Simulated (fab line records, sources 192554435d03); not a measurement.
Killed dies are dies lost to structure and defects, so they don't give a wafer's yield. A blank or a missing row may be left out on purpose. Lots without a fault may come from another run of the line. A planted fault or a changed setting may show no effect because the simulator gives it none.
A struck lot beside a sound one | flow n5_finfet | 25 steps out of a route of 1938
Sound: wafers L672.2, L672.5, L672.6. Struck: wafers L665.1, L665.2, L665.5. The cause comes at the end.
At each step with rows: each side's tool, then ch and its chambers, then its first start. Under that, the readings that differ: sound wafers | struck wafers | difference of the means | sigmas: that difference in standard deviations of wafers without a fault.
alike: readings whose means differ by less than 2 such deviations, and words and numbers that are the same on both sides. not compared: withheld readings, readings that some wafer has no value for, bounds like >300 that may hide the same value, and numbers for which the record gives no deviation and whose values overlap.
The two part at a step that has a row with sigmas, a row that says differs or no value, or rows on one side only. Numbers that don't overlap but have no deviation are shown without sigmas and don't part them. A reading that every wafer of one side lacks parts them only if that side has two wafers or more.

first, 8 steps without rows for these wafers: N5_BEOL_M15_SPUTTER_45 (material Cu, target thk 100 nm, time 16.67 s); N5_BEOL_M15_ECD_47 (material Cu, target thk 1860 nm); N5_BEOL_M15_ANNEAL_48 (time 90 s); N5_BEOL_M15_CMP_49 (polishes, stops on SiO2, t overpolish 4.9 s, target thk 850 nm); N5_BEOL_M15_PRE_CLEAN_52 (time 15 s); N5_BEOL_M15_DEP_53 (deposits SiCN from 3MS/NH3, target thk 50 nm, time 17.8 s); N5_PASSIVATION_PECVD_00 (deposits SiO2 from SiH4/N2O, target thk 200 nm, time 11.2 s); N5_MIM_BOT_DEGAS_01 (time 60 s).
N5_MIM_BOT_SPUTTER_00: material TiN, target thk 35 nm, time 89.7 s.
  sound on pvd_sputter-03, day 16 09:40; struck on pvd_sputter-01, day 15 07:32
  alike: throttle_valve_pct
then, 13 steps without rows for these wafers: N5_MIM_TOP_ALD_00 (deposits Al2O3, purge time 3 s, co reactant pulse time 3 s); N5_MIM_TOP_ALD_01 (deposits HfO2, target thk 5.6 nm, pulse time 1 s, purge time 3 s); N5_MIM_TOP_ALD_02 (deposits Al2O3, purge time 3 s, co reactant pulse time 3 s); N5_MIM_TOP_DEGAS_04 (time 60 s); N5_MIM_TOP_SPUTTER_03 (material TiN, target thk 35 nm, time 89.7 s); N5_MIM_TOP_LITHO_HMDS_01 (time 60 s); N5_MIM_TOP_LITHO_COAT_02; N5_MIM_TOP_LITHO_EBR_04; N5_MIM_TOP_LITHO_SOFTBAKE_03 (time 90 s); N5_MIM_TOP_LITHO_EXPOSE_05 (exposes mask MIM TOP, target cd 2000 nm); N5_MIM_TOP_LITHO_PEB_06; N5_MIM_TOP_LITHO_DEVELOP_07 (develop time 60 s); N5_MIM_TOP_LITHO_HARDBAKE_09 (time 120 s).
N5_MIM_TOP_LITHO_INSPECT_12: inspects for defects (macro).
  sound on defect_inspect-01, day 16 11:46; struck on defect_inspect-01, day 15 08:39
  reading          | sound | struck       | difference | sigmas
  raw_defect_count | 2 1 1 | 293 292 >300 | differs    |
then, 1 step without rows for these wafers: N5_MIM_TOP_LITHO_DESCUM_10 (chemistry O2, time 7.9 s).
N5_PASSIVATION_PROBE_49:
  the record has rows for the struck wafers here (prober-02, day 15 20:30) and none for the sound ones

WHERE THEY PART
First at N5_MIM_TOP_LITHO_INSPECT_12; last, within this record, at N5_PASSIVATION_PROBE_49.

WHY: what the simulator had put in
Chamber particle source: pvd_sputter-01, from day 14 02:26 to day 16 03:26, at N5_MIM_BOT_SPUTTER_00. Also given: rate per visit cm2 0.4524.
